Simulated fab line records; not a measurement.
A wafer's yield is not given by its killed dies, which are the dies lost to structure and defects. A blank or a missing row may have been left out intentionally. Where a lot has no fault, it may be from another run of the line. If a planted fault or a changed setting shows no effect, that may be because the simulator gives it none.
Chamber matching + flow n5Finfet + rieDiel-03 running N5_MOL_CONTACT_COAG_ETCH_15: 4 sister chambers
The step etches SiNx in CH3F/O2, stops on Si:P, target depth 7 nm. 7 wafers are shown with their chamber, then 11 later ones without.

## WAFERS, EACH WITH ITS CHAMBER
| wafer  | chamber | showerheadPlenumPTorr (Torr) | rfVppV (V) |
|--------|---------|------------------------------|------------|
| L082.3 | 1       | 2.02                         | 301        |
| L085.3 | 0       | 2.07                         | 306        |
| L085.6 | 3       | 1.97                         | 287        |
| L088.3 | 0       | 2.06                         | 302        |
| L088.4 | 2       | 1.89                         | 289        |
| L088.6 | 2       | 1.89                         | 289        |
| L090.2 | 3       | 1.96                         | 287        |

## WAFERS WITH NO CHAMBER GIVEN
| wafer  | showerheadPlenumPTorr (Torr) | rfVppV (V) |
|--------|------------------------------|------------|
| L090.4 | 2.06                         | 304        |
| L090.6 | 2.06                         | 304        |
| L091.1 | 1.96                         | 286        |
| L091.3 | 1.89                         | 287        |
| L091.6 | 1.96                         | 285        |
| L093.1 | 2.02                         | 302        |
| L093.2 | 2.06                         | 304        |
| L093.5 | 1.89                         | 289        |
| L095.1 | 1.89                         | 288        |
| L095.3 | 2.01                         | 300        |
| L095.5 | 1.89                         | 288        |

## CHAMBER TAKEN BY EACH
| wafer  | from the rows above | in truth |
|--------|---------------------|----------|
| L090.4 | 0                   | 0        |
| L090.6 | 0                   | 0        |
| L091.1 | 3                   | 3        |
| L091.3 | 2                   | 2        |
| L091.6 | 3                   | 3        |
| L093.1 | 1                   | 1        |
| L093.2 | 0                   | 0        |
| L093.5 | 2                   | 2        |
| L095.1 | 2                   | 2        |
| L095.3 | 1                   | 1        |
| L095.5 | 2                   | 2        |
Correct placement for 11 of the 11. Left unplaced by these rows: 0. 0 placed wrongly.
How it was worked out, from the rows above alone: a wafer's distance from a chamber is the root of the sum, over the readings, of the square of ((its reading less the chamber's mean) divided by the reading's scatter). If the next closest chamber is less than 2 further off than the closest, the wafer can't be placed; otherwise it belongs to the closest. For every chamber, the mean is computed from those of its wafers that are shown. The scatter: the root of (the sum of the squares of (reading less its chamber's mean) over the shown wafers, divided by (wafers less chambers)).
